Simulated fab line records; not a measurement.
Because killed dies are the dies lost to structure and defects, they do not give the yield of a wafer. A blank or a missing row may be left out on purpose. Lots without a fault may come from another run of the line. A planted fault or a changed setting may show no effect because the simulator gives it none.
Lot-split experiment || flow n5-finfet || 39 wafers read from 7 lots, route of 1938 steps

ABOUT THE SPLIT
At N5_ZERO_LAYER_DEVELOP_10 (develop time 60 s), the setting develop-time-s was moved away from the recipe's 60 s on 12 of the 39 wafers read, by -57.6% to +44.3%. The other wafers ran this setting at the recipe's value.

THE PATH FROM SPLIT TO READING: the file shows 1 step between them
- N5_ZERO_LAYER_HARDBAKE_23: time 120 s

THE READING
cd-nm at N5_ZERO_LAYER_CD_MEAS_11, given in nm (cd target 2000 nm). Fault-free wafers of this fab line usually give 1999.2 nm, standard deviation 2.1 nm.

{"wafer": "L075.1", "tool, chamber at the split": "litho-track-05, 0", "develop-time-s as run, s": 60, "against the recipe": "recipe", "cd-nm, nm": 1997.5, "against lot-mates on the recipe": "-"}
{"wafer": "L075.2", "tool, chamber at the split": "litho-track-05, 0", "develop-time-s as run, s": 60, "against the recipe": "recipe", "cd-nm, nm": 1998.3, "against lot-mates on the recipe": "-"}
{"wafer": "L075.3", "tool, chamber at the split": "litho-track-05, 0", "develop-time-s as run, s": 60, "against the recipe": "recipe", "cd-nm, nm": 1998.5, "against lot-mates on the recipe": "-"}
{"wafer": "L075.4", "tool, chamber at the split": "litho-track-05, 0", "develop-time-s as run, s": 60, "against the recipe": "recipe", "cd-nm, nm": 1999.5, "against lot-mates on the recipe": "-"}
{"wafer": "L075.5", "tool, chamber at the split": "litho-track-05, 0", "develop-time-s as run, s": 60, "against the recipe": "recipe", "cd-nm, nm": 1995.9, "against lot-mates on the recipe": "-"}
{"wafer": "L075.6", "tool, chamber at the split": "litho-track-05, 0", "develop-time-s as run, s": 60, "against the recipe": "recipe", "cd-nm, nm": 1998.4, "against lot-mates on the recipe": "-"}
{"wafer": "L077.1", "tool, chamber at the split": "litho-track-02, 0", "develop-time-s as run, s": 60, "against the recipe": "recipe", "cd-nm, nm": 2002.9, "against lot-mates on the recipe": "-"}
{"wafer": "L077.2", "tool, chamber at the split": "litho-track-02, 0", "develop-time-s as run, s": 60, "against the recipe": "recipe", "cd-nm, nm": 1999.5, "against lot-mates on the recipe": "-"}
{"wafer": "L077.5", "tool, chamber at the split": "litho-track-02, 0", "develop-time-s as run, s": 60, "against the recipe": "recipe", "cd-nm, nm": 1999.7, "against lot-mates on the recipe": "-"}
{"wafer": "L081.1", "tool, chamber at the split": "litho-track-05, 0", "develop-time-s as run, s": 86.59, "against the recipe": "+44.3%", "cd-nm, nm": 2007.3, "against lot-mates on the recipe": "+7.7"}
{"wafer": "L081.2", "tool, chamber at the split": "litho-track-05, 0", "develop-time-s as run, s": 86.59, "against the recipe": "+44.3%", "cd-nm, nm": 2007.0, "against lot-mates on the recipe": "+7.4"}
{"wafer": "L081.3", "tool, chamber at the split": "litho-track-05, 0", "develop-time-s as run, s": 60, "against the recipe": "recipe", "cd-nm, nm": 1999.0, "against lot-mates on the recipe": "-"}
{"wafer": "L081.4", "tool, chamber at the split": "litho-track-05, 0", "develop-time-s as run, s": 60, "against the recipe": "recipe", "cd-nm, nm": 1999.8, "against lot-mates on the recipe": "-"}
{"wafer": "L081.5", "tool, chamber at the split": "litho-track-05, 0", "develop-time-s as run, s": 86.59, "against the recipe": "+44.3%", "cd-nm, nm": 2008.8, "against lot-mates on the recipe": "+9.2"}
{"wafer": "L081.6", "tool, chamber at the split": "litho-track-05, 0", "develop-time-s as run, s": 60, "against the recipe": "recipe", "cd-nm, nm": 2000.0, "against lot-mates on the recipe": "-"}
{"wafer": "L082.1", "tool, chamber at the split": "litho-track-01, 0", "develop-time-s as run, s": 60, "against the recipe": "recipe", "cd-nm, nm": 2000.5, "against lot-mates on the recipe": "-"}
{"wafer": "L082.2", "tool, chamber at the split": "litho-track-01, 0", "develop-time-s as run, s": 60, "against the recipe": "recipe", "cd-nm, nm": 2001.4, "against lot-mates on the recipe": "-"}
{"wafer": "L082.3", "tool, chamber at the split": "litho-track-01, 0", "develop-time-s as run, s": 82, "against the recipe": "+36.7%", "cd-nm, nm": 2004.5, "against lot-mates on the recipe": "+2.5"}
{"wafer": "L082.4", "tool, chamber at the split": "litho-track-01, 0", "develop-time-s as run, s": 82, "against the recipe": "+36.7%", "cd-nm, nm": 2008.0, "against lot-mates on the recipe": "+6.0"}
{"wafer": "L082.5", "tool, chamber at the split": "litho-track-01, 0", "develop-time-s as run, s": 60, "against the recipe": "recipe", "cd-nm, nm": 2004.2, "against lot-mates on the recipe": "-"}
{"wafer": "L082.6", "tool, chamber at the split": "litho-track-01, 0", "develop-time-s as run, s": 82, "against the recipe": "+36.7%", "cd-nm, nm": 2006.3, "against lot-mates on the recipe": "+4.3"}
{"wafer": "L085.1", "tool, chamber at the split": "litho-track-05, 0", "develop-time-s as run, s": 60, "against the recipe": "recipe", "cd-nm, nm": 1997.0, "against lot-mates on the recipe": "-"}
{"wafer": "L085.2", "tool, chamber at the split": "litho-track-05, 0", "develop-time-s as run, s": 60, "against the recipe": "recipe", "cd-nm, nm": 1993.5, "against lot-mates on the recipe": "-"}
{"wafer": "L085.3", "tool, chamber at the split": "litho-track-05, 0", "develop-time-s as run, s": 25.47, "against the recipe": "-57.6%", "cd-nm, nm": 1977.4, "against lot-mates on the recipe": -18.0}
{"wafer": "L085.4", "tool, chamber at the split": "litho-track-05, 0", "develop-time-s as run, s": 60, "against the recipe": "recipe", "cd-nm, nm": 1995.8, "against lot-mates on the recipe": "-"}
{"wafer": "L085.5", "tool, chamber at the split": "litho-track-05, 0", "develop-time-s as run, s": 25.47, "against the recipe": "-57.6%", "cd-nm, nm": 1978.3, "against lot-mates on the recipe": -17.1}
{"wafer": "L085.6", "tool, chamber at the split": "litho-track-05, 0", "develop-time-s as run, s": 25.47, "against the recipe": "-57.6%", "cd-nm, nm": 1975.6, "against lot-mates on the recipe": -19.8}
{"wafer": "L087.1", "tool, chamber at the split": "litho-track-05, 0", "develop-time-s as run, s": 60, "against the recipe": "recipe", "cd-nm, nm": 2000.2, "against lot-mates on the recipe": "-"}
{"wafer": "L087.2", "tool, chamber at the split": "litho-track-05, 0", "develop-time-s as run, s": 41.92, "against the recipe": "-30.1%", "cd-nm, nm": 1993.2, "against lot-mates on the recipe": -6.2}
{"wafer": "L087.3", "tool, chamber at the split": "litho-track-05, 0", "develop-time-s as run, s": 60, "against the recipe": "recipe", "cd-nm, nm": 1998.4, "against lot-mates on the recipe": "-"}
{"wafer": "L087.4", "tool, chamber at the split": "litho-track-05, 0", "develop-time-s as run, s": 41.92, "against the recipe": "-30.1%", "cd-nm, nm": 1993.6, "against lot-mates on the recipe": -5.8}
{"wafer": "L087.5", "tool, chamber at the split": "litho-track-05, 0", "develop-time-s as run, s": 41.92, "against the recipe": "-30.1%", "cd-nm, nm": 1992.0, "against lot-mates on the recipe": -7.4}
{"wafer": "L087.6", "tool, chamber at the split": "litho-track-05, 0", "develop-time-s as run, s": 60, "against the recipe": "recipe", "cd-nm, nm": 1999.5, "against lot-mates on the recipe": "-"}
{"wafer": "L093.1", "tool, chamber at the split": "litho-track-01, 0", "develop-time-s as run, s": 60, "against the recipe": "recipe", "cd-nm, nm": 1999.5, "against lot-mates on the recipe": "-"}
{"wafer": "L093.2", "tool, chamber at the split": "litho-track-01, 0", "develop-time-s as run, s": 60, "against the recipe": "recipe", "cd-nm, nm": 2000.3, "against lot-mates on the recipe": "-"}
{"wafer": "L093.3", "tool, chamber at the split": "litho-track-01, 0", "develop-time-s as run, s": 60, "against the recipe": "recipe", "cd-nm, nm": 1996.7, "against lot-mates on the recipe": "-"}
{"wafer": "L093.4", "tool, chamber at the split": "litho-track-01, 0", "develop-time-s as run, s": 60, "against the recipe": "recipe", "cd-nm, nm": 1997.5, "against lot-mates on the recipe": "-"}
{"wafer": "L093.5", "tool, chamber at the split": "litho-track-01, 0", "develop-time-s as run, s": 60, "against the recipe": "recipe", "cd-nm, nm": 2000.1, "against lot-mates on the recipe": "-"}
{"wafer": "L093.6", "tool, chamber at the split": "litho-track-01, 0", "develop-time-s as run, s": 60, "against the recipe": "recipe", "cd-nm, nm": 1999.4, "against lot-mates on the recipe": "-"}

FIT RESULTS
A straight line over all 39 wafers: cd-nm changes by +0.278 nm for each +1% of develop-time-s; r = +0.92; the points scatter about the line by 2.8 nm.
The same after taking each lot's own level away (the mean of its wafers on the recipe; 39 wafers): +0.233 nm for each +1%; r = +0.94; scatter 2.2 nm.
On that fit, the largest move of develop-time-s shifts the reading by 13 nm.
The lots' own levels span 1995.43 to 2002.03 nm, that is 3.1 times the standard deviation above.
In other words, the slope is changed by the lot-to-lot level; the two fits disagree.
Check: for one of the wafers moved furthest among these (-57.6%), held out of the fit, the line's prediction against its lot-mates is -13.5 nm. It came out at -18 nm against them.

THE WHOLE CHAIN: every reading that the file lists as answering this split, in the file's order
{"step": "N5_ZERO_LAYER_CD_MEAS_11", "what it does": "target cd 2000 nm", "reading": "cd-nm", "change (the file's fit)": "+0.234 nm for each +1% of the setting", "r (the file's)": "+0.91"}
{"step": "N5_ZERO_LAYER_DESCUM_16", "what it does": "chemistry O2, time 7.9 s", "reading": "ZERO_LAYER.cd-nm (the simulator's own value, which no gauge read)", "change (the file's fit)": "+0.221 nm for each +1% of the setting", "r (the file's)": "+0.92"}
{"step": "N5_ZERO_LAYER_ETCH_17", "what it does": "etches SiO2 in CF4, target depth 12 nm, time 13.3 s", "reading": "ZERO_LAYER.cd-nm (the simulator's own value, which no gauge read)", "change (the file's fit)": "+0.234 nm for each +1% of the setting", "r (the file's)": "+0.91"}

FILE'S OWN FIT
cd-nm changes by +0.234 nm for each +1% of develop-time-s, r = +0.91.
